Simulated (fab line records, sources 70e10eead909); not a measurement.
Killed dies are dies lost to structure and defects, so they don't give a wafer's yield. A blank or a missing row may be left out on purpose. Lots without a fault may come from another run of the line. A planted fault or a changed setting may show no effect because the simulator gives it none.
Tool commonality check | flow nand_harc | 5 lots, 15 wafers sampled

WHY IT WAS OPENED
At NHARC_END_SORT_01 the reading killed_dies is flagged on 2 of 5 lots. Wafers without a fault read 63, standard deviation 19.
Rule: a lot is flagged when every wafer of it that has a number lies more than 4 standard deviations from that mean, or none has a number. The other lots count as sound.

lot  | measured     | on        | killed_dies, wafer by wafer | flag
L985 | day 29 08:40 | prober-02 | 60 53 55                    |
L984 | day 29 14:43 | prober-01 | 677 677 677                 | FLAGGED
L987 | day 30 06:06 | prober-02 | 677 677 677                 | FLAGGED
L990 | day 31 06:34 | prober-01 | 69 49 42                    |
L997 | day 34 09:34 | prober-01 | 63 76 86                    |
The numbers of the flagged lots are 677 on average: +614 against the usual, or +32 standard deviations.

WHICH TOOL RAN EACH LOT
The record holds 4 process steps before the reading, out of a route of 1302 steps. In each cell: the tool, then ch and the chambers that the sampled wafers went through, then the start.
lot  | flag    | NHARC_A_STAIRCASE_ETCH_188                    | NHARC_A_STAIRCASE_ETCH_194                    | NHARC_A_STAIRCASE_TRIM_198                    | NHARC_A_STAIRCASE_ETCH_201
L985 |         | rie_diel-02 ch 2,3, day 20 12:43 or earlier   | rie_diel-02 ch 0,2,3, day 20 12:43 or earlier | rie_diel-06 ch 0,3, day 20 12:43 or earlier   | rie_diel-06 ch 0,1,2, day 20 12:43
L984 | FLAGGED | rie_diel-06 ch 0,1, day 20 18:24 or earlier   | rie_diel-06 ch 0,2, day 20 18:24 or earlier   | rie_diel-02 ch 0,3, day 20 18:24 or earlier   | rie_diel-02 ch 1,2, day 20 18:24
L987 | FLAGGED | rie_diel-04 ch 0,1,2, day 22 01:55 or earlier | rie_diel-04 ch 0,1,3, day 22 01:55 or earlier | rie_diel-06 ch 0,1, day 22 01:55 or earlier   | rie_diel-06 ch 2,3, day 22 01:55
L990 |         | rie_diel-02 ch 0,1,3, day 22 10:39 or earlier | rie_diel-02 ch 0,1,2, day 22 10:39 or earlier | rie_diel-02 ch 0,2,3, day 22 10:39 or earlier | rie_diel-02 ch 0,2,3, day 22 10:39
L997 |         | rie_diel-04 ch 1,2, day 25 08:46 or earlier   | rie_diel-04 ch 1,2,3, day 25 08:46 or earlier | rie_diel-02 ch 0,1,3, day 25 08:46 or earlier | rie_diel-02 ch 0,3, day 25 08:46
What these steps do:
- NHARC_A_STAIRCASE_ETCH_188: etches the open film in C4F8/O2, target depth 100 nm, time 40.5 s.
- NHARC_A_STAIRCASE_ETCH_194: etches the open film in C4F8/O2, target depth 100 nm, time 40.5 s.
- NHARC_A_STAIRCASE_TRIM_198: chemistry O2, time 211.2 s.
- NHARC_A_STAIRCASE_ETCH_201: etches the open film in C4F8/O2, target depth 100 nm, time 40.5 s.
- NHARC_END_SORT_01

FLAGGED OVER TOTAL, TOOL BY TOOL (the gauges that took the reading come last)
step                       | tool        | lots run | flagged | share of the flagged lots | sound lots run after its first flagged lot
NHARC_A_STAIRCASE_ETCH_188 | rie_diel-02 | 2        | 0       | none                      | -
NHARC_A_STAIRCASE_ETCH_188 | rie_diel-04 | 2        | 1       | some                      | 1 (L997)
NHARC_A_STAIRCASE_ETCH_188 | rie_diel-06 | 1        | 1       | some                      | 0
NHARC_A_STAIRCASE_ETCH_194 | rie_diel-02 | 2        | 0       | none                      | -
NHARC_A_STAIRCASE_ETCH_194 | rie_diel-04 | 2        | 1       | some                      | 1 (L997)
NHARC_A_STAIRCASE_ETCH_194 | rie_diel-06 | 1        | 1       | some                      | 0
NHARC_A_STAIRCASE_TRIM_198 | rie_diel-02 | 3        | 1       | some                      | 2 (L990,L997)
NHARC_A_STAIRCASE_TRIM_198 | rie_diel-06 | 2        | 1       | some                      | 0
NHARC_A_STAIRCASE_ETCH_201 | rie_diel-02 | 3        | 1       | some                      | 2 (L990,L997)
NHARC_A_STAIRCASE_ETCH_201 | rie_diel-06 | 2        | 1       | some                      | 0
NHARC_END_SORT_01          | prober-01   | 3        | 1       | some                      | 2 (L990,L997)
NHARC_END_SORT_01          | prober-02   | 2        | 1       | some                      | 0
NHARC_A_STAIRCASE_ETCH_188 gives no start for some lots, so the hours and the order of its lots are those of NHARC_A_STAIRCASE_ETCH_201. NHARC_A_STAIRCASE_ETCH_194 gives no start for some lots, so the hours and the order of its lots are those of NHARC_A_STAIRCASE_ETCH_201. NHARC_A_STAIRCASE_TRIM_198 gives no start for some lots, so the hours and the order of its lots are those of NHARC_A_STAIRCASE_ETCH_201.

WHAT THE TABLE ALLOWS
No row of the table ran every flagged lot.

WHAT THE SIMULATOR HAD PUT IN
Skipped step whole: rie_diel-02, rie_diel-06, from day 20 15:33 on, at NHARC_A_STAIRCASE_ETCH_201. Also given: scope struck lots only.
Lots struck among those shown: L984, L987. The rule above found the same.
